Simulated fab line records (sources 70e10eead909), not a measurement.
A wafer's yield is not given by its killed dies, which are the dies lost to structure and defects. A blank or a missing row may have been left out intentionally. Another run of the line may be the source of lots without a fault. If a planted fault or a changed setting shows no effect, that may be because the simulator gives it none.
Matching of chambers	flow nand_harc	4 sister chambers for NHARC_A_WL_FILL_CMP_12 on cmp-02
The step polishes, t overpolish 30 s, target thk 75 nm. 4 wafers are shown with their chamber, then 8 later ones without.

== WAFERS, EACH WITH ITS CHAMBER ==
wafer	chamber	motor_current_A (A)
L154.1	1	11.5
L156.6	3	11.3
L162.3	2	12.5
L168.1	0	12.2

== WAFERS WITH NO CHAMBER GIVEN ==
wafer	motor_current_A (A)
L168.5	12.6
L168.6	11.4
L170.3	11.7
L170.5	10.6
L170.6	12.2
L169.3	12.4
L169.4	11.8
L169.6	11.1

== CHAMBER TAKEN BY EACH ==
wafer	from the rows above	in truth
L168.5	can't be placed: 2 or 0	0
L168.6	can't be placed: 1 or 3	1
L170.3	can't be placed: 1 or 3 or 0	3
L170.5	can't be placed: 3 or 1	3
L170.6	can't be placed: 0 or 2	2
L169.3	can't be placed: 2 or 0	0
L169.4	can't be placed: 1 or 0 or 3 or 2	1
L169.6	can't be placed: 3 or 1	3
Correct placement for 0 of the 8. Not placeable from these rows: 8 (in 8, the candidates include the true chamber). Wrongly placed: 0.
How it was worked out, from the rows above alone: a wafer's distance from a chamber is the root of the sum, over the readings, of the square of ((its reading less the chamber's mean) divided by the reading's scatter). If the next closest chamber is less than 2 further off than the closest, the wafer can't be placed; otherwise it belongs to the closest. A chamber's mean is the mean of its shown wafers. The scatter: with one shown wafer a chamber, the root of the mean of the squares of how far each hidden wafer lies from its nearest shown one.
